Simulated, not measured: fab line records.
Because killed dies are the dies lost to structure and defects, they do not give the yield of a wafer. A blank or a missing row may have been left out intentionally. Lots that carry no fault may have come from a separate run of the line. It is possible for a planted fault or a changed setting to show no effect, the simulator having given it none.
Matching of chambers -- flow nand_harc -- NHARC_A_STAIRCASE_DESCUM_443 on rie_diel-04: 4 sister chambers
The step chemistry O2, time 3 s. 8 wafers are shown with their chamber, then 7 later ones without.

== WAFERS, EACH WITH ITS CHAMBER ==
wafer,chamber,drypump_motor_current_A (A),showerhead_plenum_p_Torr (Torr)
L074.5,2,5.4,1.90
L086.1,1,5.0,1.89
L086.4,3,6.7,1.82
L085.1,0,5.9,1.95
L085.3,2,5.4,1.89
L085.6,1,5.0,1.89
L090.1,3,6.7,1.82
L090.3,0,6.0,1.95

== WAFERS WITHOUT THEIR CHAMBER ==
wafer,drypump_motor_current_A (A),showerhead_plenum_p_Torr (Torr)
L090.6,6.7,1.82
L093.2,5.9,1.94
L093.3,5.0,1.88
L093.4,5.4,1.88
L096.3,5.0,1.88
L096.4,5.4,1.88
L096.5,6.7,1.81

== THE CHAMBER EACH PASSED THROUGH ==
wafer,from the rows above,in truth
L090.6,3,3
L093.2,0,0
L093.3,1,1
L093.4,2,2
L096.3,1,1
L096.4,2,2
L096.5,3,3
7 of 7 placed correctly. Left unplaced by these rows: 0. Wrongly placed: 0.
How it was worked out, from the rows above alone: a wafer's distance from a chamber is the root of the sum, over the readings, of the square of ((its reading less the chamber's mean) divided by the reading's scatter). The wafer belongs to the nearest chamber; if the next one is less than 2 further off, it can't be placed. For every chamber, the mean is computed from those of its wafers that are shown. The scatter is the square root of a quotient: the sum, over the shown wafers, of each reading's squared deviation from its chamber's mean, divided by wafers minus chambers.
